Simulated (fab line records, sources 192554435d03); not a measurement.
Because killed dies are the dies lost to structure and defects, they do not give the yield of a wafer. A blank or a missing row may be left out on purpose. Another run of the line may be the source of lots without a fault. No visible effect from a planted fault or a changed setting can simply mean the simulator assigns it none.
Lot-split experiment	flow n5 finfet	route with 1938 steps; 7 lots, 39 wafers read

ABOUT THE SPLIT
At N5_HKMG_FIN_ETCH_55 (etches SOC in N2/H2, target depth 240 nm, time 300 s), the setting time s was moved away from the recipe's 300 s on 15 of the 39 wafers read, by -20.9% to +17.7%. All remaining wafers had this setting at the recipe value.

The reading is taken at the split's own step.

THE READING
SiARC_of_HKMG_FIN_COAT_42.thk nm (the simulator's own value, which no gauge read), in nm, at N5_HKMG_FIN_ETCH_55 (etches SOC in N2/H2, target depth 240 nm, time 300 s). The file gives no usual value for it. Here, 24 wafers ran the recipe; their average is 20.9 nm with a standard deviation of 0.38 nm.

wafer	tool, chamber at the split	time s as run, s	against the recipe	SiARC_of_HKMG_FIN_COAT_42.thk nm, nm	against lot-mates on the recipe
L077.1	rie diel-04, 1	300	recipe	21.2	-
L077.2	rie diel-04, 2	300	recipe	21	-
L077.3	rie diel-04, 3	300	recipe	21	-
L077.4	rie diel-04, 0	300	recipe	20	-
L077.5	rie diel-04, 1	300	recipe	21.2	-
L077.6	rie diel-04, 0	300	recipe	20.4	-
L082.1	rie diel-01, 3	300	recipe	21	-
L082.2	rie diel-01, 2	353	+17.7%	19.4	-1.5
L082.5	rie diel-01, 2	353	+17.7%	19.4	-1.5
L082.3	rie diel-01, 0	300	recipe	20.8	-
L082.4	rie diel-01, 1	353	+17.7%	18.4	-2.5
L082.6	rie diel-01, 1	300	recipe	21	-
L084.1	rie diel-04, 2	300	recipe	20.8	-
L084.2	rie diel-04, 3	300	recipe	21	-
L084.3	rie diel-04, 0	266.7	-11.1%	22	+1.0
L084.4	rie diel-04, 1	300	recipe	21.2	-
L084.5	rie diel-04, 2	266.7	-11.1%	22.4	+1.4
L084.6	rie diel-04, 1	266.7	-11.1%	22.8	+1.8
L086.1	rie diel-06, 1	300	recipe	21	-
L086.5	rie diel-06, 0	300	recipe	21.2	-
L086.6	rie diel-06, 1	300	recipe	21.2	-
L090.1	rie diel-01, 3	300	recipe	21	-
L090.2	rie diel-01, 2	353.1	+17.7%	19.4	-1.7
L090.3	rie diel-01, 0	353.1	+17.7%	18.6	-2.5
L090.4	rie diel-01, 1	300	recipe	21.2	-
L090.5	rie diel-01, 0	300	recipe	21	-
L090.6	rie diel-01, 3	353.1	+17.7%	18.8	-2.3
L091.1	rie diel-06, 2	300	recipe	20	-
L091.2	rie diel-06, 1	300	recipe	21	-
L091.3	rie diel-06, 0	333.7	+11.2%	19.6	-1.1
L091.4	rie diel-06, 3	333.7	+11.2%	20.4	-0.3
L091.5	rie diel-06, 1	333.7	+11.2%	19.4	-1.3
L091.6	rie diel-06, 0	300	recipe	21.2	-
L095.1	rie diel-04, 2	237.3	-20.9%	24	+3.1
L095.2	rie diel-04, 1	237.3	-20.9%	24.2	+3.3
L095.3	rie diel-04, 0	237.3	-20.9%	23.2	+2.3
L095.4	rie diel-04, 3	300	recipe	21.2	-
L095.5	rie diel-04, 0	300	recipe	20.2	-
L095.6	rie diel-04, 1	300	recipe	21.4	-

FIT RESULTS
A straight line over all 39 wafers: SiARC_of_HKMG_FIN_COAT_42.thk nm changes by -0.121 nm for each +1% of time s; r = -0.95; the points scatter about the line by 0.42 nm.
The same after taking each lot's own level away (the mean of its wafers on the recipe; 39 wafers): -0.12 nm for each +1%; r = -0.95; scatter 0.41 nm.
Per that fit: largest time s move, reading shift of 2.5 nm.
From 20.73 to 21.13 nm: that is the span of the lots' own levels, equal to 1.1 times the standard deviation above.
The two slopes agree, so the slope changes little with the lot-to-lot level.
Check: +2.52 nm against its lot-mates is what the line predicts for one of the wafers moved furthest among these (-20.9%) when that wafer is left out of the fit. Against them it came out at +3.07 nm.

ADDITIONAL SPLITS CARRIED BY THESE WAFERS
Note: prior to the reading, these wafers also went through further splits. Each is held against what the fit with the lots' levels taken away leaves over:
other split on the same wafers	wafers away from the commonest value	r with SiARC_of_HKMG_FIN_COAT_42.thk nm (lot level and that fit taken away)
N5_WELL_APT_EXPOSE_22 dose mj	15	+0.05
N5_DUMMY_GATE_ETCH_37 source w	18	-0.19
N5_DUMMY_GATE_ETCH_32 time s	18	-0.11

THE WHOLE CHAIN: every reading that the file lists as answering this split, in the file's order
step	what it does	reading	change (the file's fit)	r (the file's)
N5_HKMG_FIN_ETCH_55	etches SOC in N2/H2, target depth 240 nm, time 300 s	HKMG_FIN.feature depth nm (the simulator's own value, which no gauge read)	+2.1 nm for each +1% of the setting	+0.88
N5_HKMG_FIN_ETCH_55	etches SOC in N2/H2, target depth 240 nm, time 300 s	etch.depth nm (the simulator's own value, which no gauge read)	+2.1 nm for each +1% of the setting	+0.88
N5_HKMG_FIN_ETCH_55	etches SOC in N2/H2, target depth 240 nm, time 300 s	SiARC_of_HKMG_FIN_COAT_42.thk nm (the simulator's own value, which no gauge read)	-0.119 nm for each +1% of the setting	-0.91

THE FILE'S OWN FIT
SiARC_of_HKMG_FIN_COAT_42.thk nm changes by -0.119 nm for each +1% of time s, r = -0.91.
